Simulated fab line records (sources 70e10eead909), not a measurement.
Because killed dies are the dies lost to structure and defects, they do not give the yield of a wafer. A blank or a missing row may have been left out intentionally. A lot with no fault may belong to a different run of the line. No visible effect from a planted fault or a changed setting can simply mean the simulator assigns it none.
A lot that was struck, set against a sound lot + flow nand_harc + 15 steps out of a route of 1302
Sound: these wafers, L123.2, L123.3, L123.4. Struck: wafer L125.4 (left out: L125.3, L125.5 of the same lot, which were not struck); the cause appears at the end.
Each step with rows lists, per side, the tool, then ch with its chambers, then its first start. Under that, the readings that differ: sound wafers + struck wafers + difference of the means + sigmas: that difference in standard deviations of wafers without a fault.
alike: readings whose means differ by less than 2 such deviations, and words and numbers that are the same on both sides. not compared: withheld readings, readings that some wafer has no value for, bounds like >300 that may hide the same value, and numbers for which the record gives no deviation and whose values overlap.
Wherever a step has rows on one side only, a row that says differs or no value, or a row with sigmas, the two part there. Numbers that have no deviation but don't overlap get no sigmas and don't part them. A reading that every wafer of one side lacks parts them only if that side has two wafers or more.

NHARC_P_M2_CD_MEAS_09: the cd target is 170 nm.
  sound on cd_sem-01 ch 0, day 7 15:23; struck on cd_sem-02 ch 0, day 8 15:40
  alike: cd_nm
NHARC_P_M2_OVL_MEAS_10: pitch 340 nm.
  sound: overlay-01 at day 7 15:29; struck: overlay-01 at day 8 15:44
  alike: overlay_x_nm, overlay_y_nm
NHARC_P_M2_INSPECT_11:
  sound: defect_inspect-01 at day 7 15:31; struck: defect_inspect-01 at day 8 15:47
  alike: raw_defect_count
NHARC_P_M2_DESCUM_14: chemistry O2, time 3 s.
  sound on rie_diel-10 ch 0,1,3, day 7 15:35; struck on rie_diel-12 ch 3, day 8 15:52
  alike: drypump_motor_current_A, o2_flow_sccm, oes_product_au, rf_vpp_V, showerhead_plenum_p_Torr, throttle_valve_pct
  not compared: rf_hours_counter_h
NHARC_P_M2_ETCH_35: etches the open film in N2/H2, target depth 40 nm, overetch 12 nm, time 43.94 s.
  sound on rie_diel-10 ch 0,1,2, day 7 15:40; struck on rie_diel-12 ch 2, day 8 15:56
| reading                         | sound             | struck | difference | sigmas |
|---------------------------------|-------------------|--------|------------|--------|
| rf_vpp_V (V)                    | 434.5 431.2 429.3 | 425.4  | -6.3       | -3     |
| showerhead_plenum_p_Torr (Torr) | 2.18 2.07 1.97    | 1.90   | -0.17      | -2     |
  alike: drypump_motor_current_A, oes_product_au, throttle_valve_pct
  not compared: rf_hours_counter_h
NHARC_P_M2_ETCH_15: etches the open film in C4F8/Ar, target depth 182.5 nm, time 91.2 s.
  sound: rie_diel-10 ch 1,2,3; struck: rie_diel-12 ch 1
  alike: oes_product_au, rf_vpp_V
  not compared: rf_hours_counter_h
NHARC_P_M2_CD_MEAS_16:
  sound: cd_sem-02 at day 7 15:53; struck: cd_sem-02 at day 8 16:11
  alike: cd_nm
then, 4 steps without rows for these wafers: NHARC_P_M2_STRIP_18 (strips in N2/H2); NHARC_P_M2_ETCH_28 (etches the open film in CF4/N2, target depth 30 nm, time 72.99 s); NHARC_P_M2_STRIP_19 (strips in post etch residue remover, time 600 s); NHARC_P_M2_DEGAS_29 (time 60 s).
NHARC_P_M2_PRE_CLEAN_30: time 30 s.
  sound on pvd_sputter-02; struck on pvd_sputter-02
  alike: heater_power_w
NHARC_P_M2_PVD_20: deposits TaN, target thk 5 nm, time 8.06 s.
  sound: pvd_sputter-02 at day 7 16:46; struck: pvd_sputter-02 at day 8 17:03
| reading    | sound          | struck | difference | sigmas |
|------------|----------------|--------|------------|--------|
| time_s (s) | 8.06 8.06 8.06 | 12.42  | +4.36      |        |
  alike: throttle_valve_pct
NHARC_P_M2_PVD_21: deposits Cu, target thk 30 nm, time 20.49 s.
  sound on pvd_sputter-02; struck on pvd_sputter-02
  alike: throttle_valve_pct
  not compared: time_s
-- jump in the record: it breaks off in module P_M2 and resumes in module END (first step shown: number 1302 of the route), and 18 days separate the struck wafers' starts before and after --
NHARC_END_SORT_01:
  the record has rows for the struck wafers here (prober-01 ch 0, day 26 17:43) and none for the sound ones

## WHERE THEY PART
At NHARC_P_M2_ETCH_35 first; at NHARC_END_SORT_01 last (within this record only).

WHY: what the simulator had put in
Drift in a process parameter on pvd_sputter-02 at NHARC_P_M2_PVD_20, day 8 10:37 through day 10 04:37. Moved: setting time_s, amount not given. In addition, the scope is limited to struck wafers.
